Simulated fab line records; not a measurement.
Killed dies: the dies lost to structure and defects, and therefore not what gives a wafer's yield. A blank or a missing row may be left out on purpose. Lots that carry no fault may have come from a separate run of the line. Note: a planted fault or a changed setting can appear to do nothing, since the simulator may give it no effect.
Struck lot and sound lot, side by side    flow nand-harc    13 out of 1159 route steps
Sound: the wafers L827.2, L827.4, L827.5. Struck: wafer L820.6. (L820.3 of the same lot was not struck and is left out.) The cause comes at the end.
At each step with rows: each side's tool, then ch and its chambers, then its first start. Under that, the readings that differ: sound wafers    struck wafers    difference of the means    sigmas: that difference in standard deviations of wafers without a fault.
alike: a reading whose means differ by less than 2 such deviations, as well as words and numbers matching on both sides. not compared: withheld readings; readings where some wafer has no value; bounds like >300 that might hide an equal value; numbers whose values overlap and for which the record gives no deviation.
The two part at a step that has a row with sigmas, a row that says differs or no value, or rows on one side only. Non-overlapping numbers with no deviation appear without sigmas and do not part them. A reading that every wafer of one side lacks parts them only if that side has two wafers or more.

NHARC_A_WL_FILL_RTA_01: time 5 s.
  sound on rtp-anneal-01 ch 0, day 19 04:09; struck on rtp-anneal-02 ch 0, day 17 02:23
reading             sound                 struck  difference  sigmas
lamp-power-pct (%)  31.9 31.8 31.9        28.4    -3.5        -2
wafer_temp_C_max    1003.0 1004.1 1003.7  1006.0  +2.4        +3
then, 1 step without rows for these wafers: NHARC_A_WL_FILL_ALD_02 (deposits TiN, target thk 2 nm, pulse time 3 s, ald cycles 100).
NHARC_A_WL_FILL_CVD_03: deposits W, target thk 40 nm, time 3302 s.
  sound on cvd-w-02 ch 0,1, day 19 06:25; struck on cvd-w-01 ch 1, day 17 10:27
reading                 sound        struck  difference  sigmas
throttle-valve-pct (%)  7.7 7.3 7.3  8.7     +1.3        +2
  alike: heater-power-w
NHARC_A_WL_FILL_ETCHBACK_04: etches the open film in NF3, target depth 60 nm, time 120 s.
  sound on rie-metal-02 ch 0,1, day 19 09:47; struck on rie-metal-03 ch 0, day 17 12:24
  alike: drypump-motor-current-A, oes-product-au
  not compared: rf-hours-counter-h
NHARC_A_WL_FILL_ETCHBACK_05: etches the open film in Cl2/BCl3, target depth 22 nm, time 60 s.
  sound on rie-metal-02 ch 0,1, day 19 10:01; struck on rie-metal-03 ch 0, day 17 12:37
  alike: drypump-motor-current-A, oes-product-au
  not compared: rf-hours-counter-h
NHARC_A_WL_FILL_STRIP_27: strips in N2/H2, time 20 s.
  sound on plasma-asher-01 ch 0, day 19 10:10; struck on plasma-asher-01 ch 0, day 17 12:46
  alike: drypump-motor-current-A, heater-power-w
  not compared: rf-hours-counter-h, rf-refl-power-W
then, 4 steps without rows for these wafers: NHARC_A_WL_FILL_STRIP_28 (strips in post etch residue remover, time 1200 s); NHARC_A_WL_FILL_PRECLEAN_06 (cleans in DIW, time 300 s); NHARC_A_WL_FILL_SRD_07; NHARC_A_WL_FILL_ANNEAL_08 (time 1800 s).
NHARC_A_WL_FILL_ALD_10: deposits SiO2, target thk 50 nm, pulse time 10 s, ald cycles 500.
  sound on ald-hk-03 ch 0,1,3, day 19 16:25; struck on ald-hk-02 ch 0, day 17 21:26
reading             sound        struck  difference  sigmas
ald-cycles          500 500 500  569     +69         
heater-power-w (W)  452 476 376  516     +81         +2
  alike: precursor-pulse-height-rel
then, 1 step without rows for these wafers: NHARC_A_WL_FILL_ETCHBACK_16 (etches the open film in C4F8/O2/Ar, target depth 88 nm, time 17.6 s).
-- break in the record here, with 4 days between the starts of the struck wafers on either side (left off in module A_WL_FILL, picked up again in module END, where the first step shown is number 1159 on the route) --
NHARC_END_SORT_01:
  sound on prober-01 ch 0, day 24 10:33; struck on prober-01 ch 0, day 21 21:13
reading      sound  struck  difference  sigmas
killed-open  3 6 6  1       -4          -2
  alike: killed-at-array, killed-at-other, killed-at-periphery, killed-dies, killed-short

## WHERE THEY PART
At NHARC_A_WL_FILL_RTA_01 first; at NHARC_END_SORT_01 last (within this record only).

WHY: what had been put in by the simulator
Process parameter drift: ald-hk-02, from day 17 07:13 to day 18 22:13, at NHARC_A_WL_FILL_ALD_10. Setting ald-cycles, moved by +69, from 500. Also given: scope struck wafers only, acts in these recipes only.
